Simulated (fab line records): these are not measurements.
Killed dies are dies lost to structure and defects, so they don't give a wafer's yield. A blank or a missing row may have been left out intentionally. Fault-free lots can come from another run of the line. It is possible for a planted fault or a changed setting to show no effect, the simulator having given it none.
Struck lot and sound lot, side by side | flow n5_finfet | 15 steps out of a route of 1938
Sound: the wafers L207.3, L207.5, L207.6. Struck: wafer L221.4. (L221.2, L221.6 of the same lot were not struck and are left out.) The cause comes at the end.
Order at every step that has rows: each side's tool, ch and its chambers, its first start. Under that, the readings that differ: sound wafers | struck wafers | difference of the means | sigmas: that difference in standard deviations of wafers without a fault.
alike: a reading whose means differ by less than 2 such deviations, as well as words and numbers matching on both sides. not compared: withheld readings; readings where some wafer has no value; bounds like >300 that might hide an equal value; numbers whose values overlap and for which the record gives no deviation.
A row with sigmas, a row that says differs or no value, or rows on one side alone: a step with any of these is where the two part. Numbers that don't overlap but have no deviation are shown without sigmas and don't part them. A reading missing from all wafers of one side parts the sides only when that side holds two or more wafers.

N5_BEOL_M7_STRIP_80: strips in N2/H2, time 10 s.
  sound on rie_diel-02 ch 1,2,3; struck on rie_diel-02 ch 0
  reading                | sound             | struck | difference | sigmas
  throttle_valve_pct (%) | 23.45 23.34 23.90 | 22.89  | -0.67      | -2
  alike: drypump_motor_current_A, oes_product_au, rf_vpp_V, showerhead_plenum_p_Torr
  not compared: rf_hours_counter_h
N5_BEOL_M7_OCD_MEAS_38:
  struck on ocd-02, day 13 14:40; sound on ocd-02, day 9 14:35
  alike: trench_depth_nm
then, 4 steps without rows for these wafers: N5_BEOL_M7_HM_STRIP_39 (strips TiN in peroxide tin strip, target depth 25 nm, time 158 s); N5_BEOL_M7_SRD_40 (time 30 s); N5_BEOL_M7_PRECLEAN_42 (cleans in residue remover, time 60 s); N5_BEOL_M7_SRD_43 (time 30 s).
N5_BEOL_M7_CD_MEAS_35: target cd 40 nm.
  struck on cd_sem-01, day 13 14:49; sound on cd_sem-03, day 9 14:44
  alike: cd_nm
N5_BEOL_M7_CURE_75: cures SiCOH lowk, time 120 s.
  sound on uv_cure-01 ch 0, day 9 15:05; struck on uv_cure-03 ch 1, day 13 14:54
  alike: lamp_power_pct, wafer_temp_C_max
N5_BEOL_M7_DEGAS_44: time 60 s.
  struck on pvd_sputter-03, day 13 15:16; sound on pvd_sputter-03, day 9 15:20
  reading            | sound       | struck | difference | sigmas
  heater_power_w (W) | 310 462 359 | 467    | +90        | +2
then, 1 step without rows for these wafers: N5_BEOL_M7_PRE_CLEAN_45 (time 30 s).
N5_BEOL_M7_ALD_77: deposits TaN, target thk 2 nm, pulse time 2 s, purge time 3 s.
  sound on ald_metal-03 ch 0,1,3, day 9 15:26; struck on ald_metal-03 ch 1, day 13 15:22
  alike: heater_power_w
after that, 1 step had no rows for these wafers: N5_BEOL_M7_SURFACE_TREAT_79.
N5_BEOL_M7_CVD_78: deposits Co from CCTBA/H2, target thk 2 nm, time 142.3 s.
  sound on cvd_co-01 ch 0,1,2, day 9 15:48; struck on cvd_co-02 ch 2, day 13 16:08
  reading          | sound             | struck | difference | sigmas
  run_length_s (s) | 165.3 165.2 164.7 | 105.1  | -60.0      | -99 or more
N5_BEOL_M7_SPUTTER_48: material Cu, target thk 10 nm, time 1.667 s.
  struck on pvd_sputter-03, day 13 17:48; sound on pvd_sputter-02, day 9 15:55
  alike: throttle_valve_pct
after that, 1 step had no rows for these wafers: N5_PASSIVATION_PROBE_49.

== WHERE THEY PART ==
At N5_BEOL_M7_STRIP_80 first; at N5_BEOL_M7_CVD_78 last (within this record only). Later steps at which nothing parts them and some readings are alike: N5_BEOL_M7_SPUTTER_48.

WHY: the cause the simulator had injected
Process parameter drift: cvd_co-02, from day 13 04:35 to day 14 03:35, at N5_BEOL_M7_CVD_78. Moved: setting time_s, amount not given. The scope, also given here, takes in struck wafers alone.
